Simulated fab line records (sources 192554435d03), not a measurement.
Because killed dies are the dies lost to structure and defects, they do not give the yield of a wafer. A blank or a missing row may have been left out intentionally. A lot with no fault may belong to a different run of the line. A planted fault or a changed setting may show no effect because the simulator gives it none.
Which tool did it? :: flow n5_finfet :: 9 lots with 27 wafers sampled at 5 steps, on a route of 1938 steps

WHAT THE GAUGES SHOWED, per wafer
N5_BEOL_M4_RC_MEAS_101. Usual: DIBL_N 36.3 mV/V, standard deviation 1.4; DIBL_P 36.2 mV/V, standard deviation 1.5; IOFF_N 0.160 nA/um, standard deviation 0.021; IOFF_P 0.211 nA/um, standard deviation 0.027; ION_N 676 uA/um, standard deviation 7.7; ION_P 463 uA/um, standard deviation 5.5; SS_N 71.4 mV/dec, standard deviation 0.57; SS_P 73.3 mV/dec, standard deviation 0.58; VT_N 249.3 mV, standard deviation 2.5; VT_P -250.1 mV, standard deviation 2.6.
lot: L583
measured: day 7 19:00
on: prober-01
DIBL_N (mV/V): 34.3 35.3 36.3
DIBL_P (mV/V): 34.3 34.4 35.6
IOFF_N (nA/um): 0.147 0.144 0.168
IOFF_P (nA/um): 0.183 0.182 0.192
ION_N (uA/um): 673 667 679
ION_P (uA/um): 460 455 460
SS_N (mV/dec): 71.0 71.3 72.2
SS_P (mV/dec): 73.4 73.5 73.1
VT_N (mV): 249.2 251.0 247.8
VT_P (mV): -253.5 -253.1 -251.2
flag: 

lot: L584
measured: day 8 13:32
on: prober-01
DIBL_N (mV/V): 38.2 37.7 39.7
DIBL_P (mV/V): 38.3 36.9 38.2
IOFF_N (nA/um): 0.174 0.154 0.195
IOFF_P (nA/um): 0.251 0.215 0.248
ION_N (uA/um): 683 675 675
ION_P (uA/um): 471 464 465
SS_N (mV/dec): 72.4 72.0 72.0
SS_P (mV/dec): 73.7 73.3 73.9
VT_N (mV): 248.6 250.5 248.5
VT_P (mV): -245.4 -246.7 -249.7
flag: 

lot: L588
measured: day 9 00:44
on: prober-02
DIBL_N (mV/V): 34.6 36.3 37.5
DIBL_P (mV/V): 34.4 36.7 37.7
IOFF_N (nA/um): 0.129 0.158 0.168
IOFF_P (nA/um): 0.152 0.173 0.185
ION_N (uA/um): 674 669 671
ION_P (uA/um): 452 454 449
SS_N (mV/dec): 71.2 71.3 72.1
SS_P (mV/dec): 73.3 74.3 74.0
VT_N (mV): 254.6 249.1 251.6
VT_P (mV): -257.9 -257.4 -253.5
flag: 

lot: L589
measured: day 9 13:05
on: prober-01
DIBL_N (mV/V): 38.6 38.2 37.8
DIBL_P (mV/V): 37.1 37.4 35.5
IOFF_N (nA/um): 0.156 0.152 0.137
IOFF_P (nA/um): 0.234 0.229 0.201
ION_N (uA/um): 668 673 674
ION_P (uA/um): 467 469 461
SS_N (mV/dec): 71.9 71.0 71.8
SS_P (mV/dec): 73.6 73.6 73.1
VT_N (mV): 252.9 249.7 253.1
VT_P (mV): -250.9 -249.4 -250.7
flag: 

lot: L590
measured: day 9 22:33
on: prober-01
DIBL_N (mV/V): 37.1 35.9 36.6
DIBL_P (mV/V): 35.6 34.0 34.4
IOFF_N (nA/um): 0.154 0.139 0.144
IOFF_P (nA/um): 0.203 0.198 0.193
ION_N (uA/um): 673 677 665
ION_P (uA/um): 460 469 468
SS_N (mV/dec): 71.1 70.9 70.8
SS_P (mV/dec): 73.5 72.5 72.9
VT_N (mV): 250.1 249.1 248.3
VT_P (mV): -250.2 -248.9 -249.8
flag: 

lot: L597
measured: day 11 09:58
on: prober-01
DIBL_N (mV/V): 36.1 36.5 36.4
DIBL_P (mV/V): 35.9 35.2 35.9
IOFF_N (nA/um): 0.178 0.171 0.180
IOFF_P (nA/um): 0.230 0.226 0.238
ION_N (uA/um): 679 679 681
ION_P (uA/um): 475 467 464
SS_N (mV/dec): 72.0 71.3 71.5
SS_P (mV/dec): 74.0 73.6 73.9
VT_N (mV): 245.3 245.6 246.9
VT_P (mV): -247.7 -244.8 -247.4
flag: 

lot: L603
measured: day 13 08:55
on: prober-02
DIBL_N (mV/V): 36.2 33.3 35.4
DIBL_P (mV/V): 37.0 34.4 36.0
IOFF_N (nA/um): 0.155 0.112 0.134
IOFF_P (nA/um): 0.210 0.168 0.185
ION_N (uA/um): 681 667 676
ION_P (uA/um): 465 460 465
SS_N (mV/dec): 71.0 70.5 71.1
SS_P (mV/dec): 72.6 72.3 72.1
VT_N (mV): 248.7 252.3 250.8
VT_P (mV): -248.2 -251.6 -252.4
flag: 

lot: L605
measured: day 13 20:19
on: prober-01
DIBL_N (mV/V): 36.9 36.1 37.2
DIBL_P (mV/V): 37.2 36.4 37.9
IOFF_N (nA/um): 0.179 0.162 0.189
IOFF_P (nA/um): 0.233 0.231 0.242
ION_N (uA/um): 680 683 687
ION_P (uA/um): 468 469 471
SS_N (mV/dec): 71.7 71.4 72.7
SS_P (mV/dec): 73.4 74.0 74.3
VT_N (mV): 249.0 249.9 247.6
VT_P (mV): -246.6 -250.1 -248.8
flag: 

lot: L606
measured: day 14 01:29
on: prober-01
DIBL_N (mV/V): 36.2 35.2 37.5
DIBL_P (mV/V): 36.6 34.4 37.0
IOFF_N (nA/um): 0.155 0.125 0.157
IOFF_P (nA/um): 0.221 0.181 0.228
ION_N (uA/um): 673 660 673
ION_P (uA/um): 465 451 460
SS_N (mV/dec): 71.6 70.8 71.8
SS_P (mV/dec): 74.1 73.0 74.3
VT_N (mV): 250.7 253.3 250.6
VT_P (mV): -249.9 -250.6 -249.8
flag: 

TOOL THAT RAN EACH LOT (tool first, then ch and the chambers of the sampled wafers, then the start)
lot: L583
N5_FIN_SAQP_PECVD_47: pecvd-03 ch 0,1,2, day 1 21:53
N5_FIN_SAQP_COAT_10: litho_track-05 ch 0, day 1 22:11
N5_FIN_SAQP_ETCH_52: rie_diel-05 ch 0,2,3, day 1 23:56
N5_FIN_SAQP_HM_OPEN_73: rie_diel-05 ch 0,2,3, day 2 00:02

lot: L584
N5_FIN_SAQP_PECVD_47: pecvd-01 ch 1,2, day 2 04:01
N5_FIN_SAQP_COAT_10: litho_track-04 ch 0, day 2 04:18
N5_FIN_SAQP_ETCH_52: rie_diel-05 ch 0,1, day 2 05:06
N5_FIN_SAQP_HM_OPEN_73: rie_diel-05 ch 0,1, day 2 05:13

lot: L588
N5_FIN_SAQP_PECVD_47: pecvd-03 ch 0,2, day 3 03:14
N5_FIN_SAQP_COAT_10: litho_track-05 ch 0, day 3 03:32
N5_FIN_SAQP_ETCH_52: rie_diel-05 ch 0,2, day 3 04:19
N5_FIN_SAQP_HM_OPEN_73: rie_diel-05 ch 0,2, day 3 04:26

lot: L589
N5_FIN_SAQP_PECVD_47: pecvd-01 ch 1,2, day 3 09:50
N5_FIN_SAQP_COAT_10: litho_track-05 ch 0, day 3 10:07
N5_FIN_SAQP_ETCH_52: rie_diel-05 ch 1,2,3, day 3 10:33
N5_FIN_SAQP_HM_OPEN_73: rie_diel-05 ch 1,2,3, day 3 10:40

lot: L590
N5_FIN_SAQP_PECVD_47: pecvd-03 ch 0,1, day 3 16:04
N5_FIN_SAQP_COAT_10: litho_track-05 ch 0, day 3 16:22
N5_FIN_SAQP_ETCH_52: rie_diel-06 ch 1,3, day 3 17:08
N5_FIN_SAQP_HM_OPEN_73: rie_diel-06 ch 1,3, day 3 17:15

lot: L597
N5_FIN_SAQP_PECVD_47: pecvd-01 ch 0,1,2, day 5 08:44
N5_FIN_SAQP_COAT_10: litho_track-04 ch 0, day 5 09:01
N5_FIN_SAQP_ETCH_52: rie_diel-05 ch 0,1, day 5 10:02
N5_FIN_SAQP_HM_OPEN_73: rie_diel-05 ch 0,1, day 5 10:09

lot: L603
N5_FIN_SAQP_PECVD_47: pecvd-03 ch 0,2, day 6 21:13
N5_FIN_SAQP_COAT_10: litho_track-05 ch 0, day 6 21:30
N5_FIN_SAQP_ETCH_52: rie_diel-04 ch 0,1, day 6 22:03
N5_FIN_SAQP_HM_OPEN_73: rie_diel-04 ch 0,1, day 6 22:10

lot: L605
N5_FIN_SAQP_PECVD_47: pecvd-04 ch 1,2, day 7 09:18
N5_FIN_SAQP_COAT_10: litho_track-05 ch 0, day 7 09:35
N5_FIN_SAQP_ETCH_52: rie_diel-04 ch 0,1,2, day 7 10:09
N5_FIN_SAQP_HM_OPEN_73: rie_diel-04 ch 0,1,2, day 7 10:15

lot: L606
N5_FIN_SAQP_PECVD_47: pecvd-04 ch 1,2, day 7 14:32
N5_FIN_SAQP_COAT_10: litho_track-05 ch 0, day 7 14:53
N5_FIN_SAQP_ETCH_52: rie_diel-04 ch 1,2,3, day 7 15:40
N5_FIN_SAQP_HM_OPEN_73: rie_diel-04 ch 1,2,3, day 7 15:46
- N5_FIN_SAQP_PECVD_47: deposits a-Si from SiH4/He, target thk 45 nm, time 36.3 s.
- N5_FIN_SAQP_COAT_10: resist thk 90 nm.
- N5_FIN_SAQP_ETCH_52: etches SOC in N2/H2, target depth 100 nm, overetch 20 nm, time 150 s.
- N5_FIN_SAQP_HM_OPEN_73: chemistry CHF3/O2, target SiO2, stops on a-Si, target depth 12 nm, time 16.8 s.

AS READ BY THE TOOLS THEMSELVES (means over the sampled wafers that have a number; for cases with no such wafer, the mark the record gives instead)
N5_FIN_SAQP_PECVD_47. Usual: heater_power_w 849 W, standard deviation 71; showerhead_plenum_p_Torr 5.702 Torr, standard deviation 0.028; throttle_valve_pct 17.7 %, standard deviation 0.85.
lot: L583
tool: pecvd-03
heater_power_w (W): 904
showerhead_plenum_p_Torr (Torr): 5.730
throttle_valve_pct (%): 17.3
flag: 

lot: L584
tool: pecvd-01
heater_power_w (W): 789
showerhead_plenum_p_Torr (Torr): 5.682
throttle_valve_pct (%): 17.5
flag: 

lot: L588
tool: pecvd-03
heater_power_w (W): 956
showerhead_plenum_p_Torr (Torr): 5.720
throttle_valve_pct (%): 17.1
flag: 

lot: L589
tool: pecvd-01
heater_power_w (W): 744
showerhead_plenum_p_Torr (Torr): 5.666
throttle_valve_pct (%): 17.5
flag: 

lot: L590
tool: pecvd-03
heater_power_w (W): 847
showerhead_plenum_p_Torr (Torr): 5.741
throttle_valve_pct (%): 17.5
flag: 

lot: L597
tool: pecvd-01
heater_power_w (W): 855
showerhead_plenum_p_Torr (Torr): 5.681
throttle_valve_pct (%): 18.1
flag: 

lot: L603
tool: pecvd-03
heater_power_w (W): 841
showerhead_plenum_p_Torr (Torr): 5.718
throttle_valve_pct (%): 17.2
flag: 

lot: L605
tool: pecvd-04
heater_power_w (W): 894
showerhead_plenum_p_Torr (Torr): 5.677
throttle_valve_pct (%): 17.1
flag: 

lot: L606
tool: pecvd-04
heater_power_w (W): 842
showerhead_plenum_p_Torr (Torr): 5.692
throttle_valve_pct (%): 17.2
flag: 

N5_FIN_SAQP_COAT_10. Usual: spin_speed_rpm 1499.9 rpm, standard deviation 0.91.
lot: L583
tool: litho_track-05
spin_speed_rpm (rpm): 1500.9
flag: 

lot: L584
tool: litho_track-04
spin_speed_rpm (rpm): 1500.6
flag: 

lot: L588
tool: litho_track-05
spin_speed_rpm (rpm): 1499.7
flag: 

lot: L589
tool: litho_track-05
spin_speed_rpm (rpm): 1590.1
flag: OFF

lot: L590
tool: litho_track-05
spin_speed_rpm (rpm): 1590.3
flag: OFF

lot: L597
tool: litho_track-04
spin_speed_rpm (rpm): 1500.4
flag: 

lot: L603
tool: litho_track-05
spin_speed_rpm (rpm): 1500.4
flag: 

lot: L605
tool: litho_track-05
spin_speed_rpm (rpm): 1500.2
flag: 

lot: L606
tool: litho_track-05
spin_speed_rpm (rpm): 1499.3
flag: 

N5_FIN_SAQP_ETCH_52. Usual: drypump_motor_current_A 5.9 A, standard deviation 0.45; n2_flow_sccm 200.0 sccm, standard deviation 0.58; oes_product_au 0.71 a.u., standard deviation 0.076; rf_vpp_V 524.1 V, standard deviation 3; showerhead_plenum_p_Torr 2.55 Torr, standard deviation 0.1; throttle_valve_pct 17.72 %, standard deviation 0.24.
lot: L583
tool: rie_diel-05
drypump_motor_current_A (A): 5.6
n2_flow_sccm (sccm): 200.1
oes_product_au (a.u.): 0.64
rf_vpp_V (V): 523.3
showerhead_plenum_p_Torr (Torr): 2.52
throttle_valve_pct (%): 17.88
flag: 

lot: L584
tool: rie_diel-05
drypump_motor_current_A (A): 5.5
n2_flow_sccm (sccm): 199.4
oes_product_au (a.u.): 0.68
rf_vpp_V (V): 525.3
showerhead_plenum_p_Torr (Torr): 2.59
throttle_valve_pct (%): 17.73
flag: 

lot: L588
tool: rie_diel-05
drypump_motor_current_A (A): 5.3
n2_flow_sccm (sccm): 200.3
oes_product_au (a.u.): 0.64
rf_vpp_V (V): 521.3
showerhead_plenum_p_Torr (Torr): 2.48
throttle_valve_pct (%): 17.98
flag: 

lot: L589
tool: rie_diel-05
drypump_motor_current_A (A): 5.8
n2_flow_sccm (sccm): 199.9
oes_product_au (a.u.): 0.65
rf_vpp_V (V): 525.6
showerhead_plenum_p_Torr (Torr): 2.61
throttle_valve_pct (%): 17.65
flag: 

lot: L590
tool: rie_diel-06
drypump_motor_current_A (A): 6.5
n2_flow_sccm (sccm): 200.2
oes_product_au (a.u.): 0.77
rf_vpp_V (V): 526.5
showerhead_plenum_p_Torr (Torr): 2.62
throttle_valve_pct (%): 17.61
flag: 

lot: L597
tool: rie_diel-05
drypump_motor_current_A (A): 5.3
n2_flow_sccm (sccm): 199.9
oes_product_au (a.u.): 0.64
rf_vpp_V (V): 522.0
showerhead_plenum_p_Torr (Torr): 2.49
throttle_valve_pct (%): 18.02
flag: 

lot: L603
tool: rie_diel-04
drypump_motor_current_A (A): 5.6
n2_flow_sccm (sccm): 200.0
oes_product_au (a.u.): 0.79
rf_vpp_V (V): 524.7
showerhead_plenum_p_Torr (Torr): 2.58
throttle_valve_pct (%): 17.50
flag: 

lot: L605
tool: rie_diel-04
drypump_motor_current_A (A): 5.8
n2_flow_sccm (sccm): 200.3
oes_product_au (a.u.): 0.76
rf_vpp_V (V): 525.2
showerhead_plenum_p_Torr (Torr): 2.58
throttle_valve_pct (%): 17.66
flag: 

lot: L606
tool: rie_diel-04
drypump_motor_current_A (A): 5.8
n2_flow_sccm (sccm): 200.2
oes_product_au (a.u.): 0.79
rf_vpp_V (V): 524.7
showerhead_plenum_p_Torr (Torr): 2.59
throttle_valve_pct (%): 17.59
flag: 

N5_FIN_SAQP_HM_OPEN_73. Usual: drypump_motor_current_A 5.9 A, standard deviation 0.45; oes_product_au 0.47 a.u., standard deviation 0.051; rf_vpp_V 525 V, standard deviation 5.5; showerhead_plenum_p_Torr 2.42 Torr, standard deviation 0.093; throttle_valve_pct 18.71 %, standard deviation 0.22.
lot: L583
tool: rie_diel-05
drypump_motor_current_A (A): 5.6
oes_product_au (a.u.): 0.43
rf_vpp_V (V): 522
showerhead_plenum_p_Torr (Torr): 2.39
throttle_valve_pct (%): 18.85
flag: 

lot: L584
tool: rie_diel-05
drypump_motor_current_A (A): 5.5
oes_product_au (a.u.): 0.46
rf_vpp_V (V): 527
showerhead_plenum_p_Torr (Torr): 2.46
throttle_valve_pct (%): 18.72
flag: 

lot: L588
tool: rie_diel-05
drypump_motor_current_A (A): 5.3
oes_product_au (a.u.): 0.43
rf_vpp_V (V): 518
showerhead_plenum_p_Torr (Torr): 2.34
throttle_valve_pct (%): 18.94
flag: 

lot: L589
tool: rie_diel-05
drypump_motor_current_A (A): 5.8
oes_product_au (a.u.): 0.44
rf_vpp_V (V): 528
showerhead_plenum_p_Torr (Torr): 2.47
throttle_valve_pct (%): 18.68
flag: 

lot: L590
tool: rie_diel-06
drypump_motor_current_A (A): 6.5
oes_product_au (a.u.): 0.51
rf_vpp_V (V): 524
showerhead_plenum_p_Torr (Torr): 2.47
throttle_valve_pct (%): 18.57
flag: 

lot: L597
tool: rie_diel-05
drypump_motor_current_A (A): 5.3
oes_product_au (a.u.): 0.43
rf_vpp_V (V): 520
showerhead_plenum_p_Torr (Torr): 2.36
throttle_valve_pct (%): 18.97
flag: 

lot: L603
tool: rie_diel-04
drypump_motor_current_A (A): 5.6
oes_product_au (a.u.): 0.53
rf_vpp_V (V): 534
showerhead_plenum_p_Torr (Torr): 2.46
throttle_valve_pct (%): 18.61
flag: 

lot: L605
tool: rie_diel-04
drypump_motor_current_A (A): 5.8
oes_product_au (a.u.): 0.50
rf_vpp_V (V): 530
showerhead_plenum_p_Torr (Torr): 2.45
throttle_valve_pct (%): 18.72
flag: 

lot: L606
tool: rie_diel-04
drypump_motor_current_A (A): 5.8
oes_product_au (a.u.): 0.53
rf_vpp_V (V): 527
showerhead_plenum_p_Torr (Torr): 2.45
throttle_valve_pct (%): 18.60
flag: 

THE ANSWER, worked out from the rows above alone
Rule: take the mean of a lot's wafers that have a number; if it is more than 3 standard deviations from the usual mean, the lot is off. A lot without any number at a reading at which 4 lots or more have one is off too. The other lots that the step has rows for count as sound. The gauges are gone through in route order, then the tools' own readings, and for those a lot's mean is taken as printed above. At the first step where some lot is off, the reading lying furthest off is the one used; lots without a number count as furthest.
Off: L589, L590 (N5_FIN_SAQP_COAT_10, spin_speed_rpm).
A tool fits if, at that step or a process step before it, it ran every lot that is off, and no sound lot after the first of them. Of those tried, none fits.

WHAT HAD BEEN PUT IN BY THE SIMULATOR
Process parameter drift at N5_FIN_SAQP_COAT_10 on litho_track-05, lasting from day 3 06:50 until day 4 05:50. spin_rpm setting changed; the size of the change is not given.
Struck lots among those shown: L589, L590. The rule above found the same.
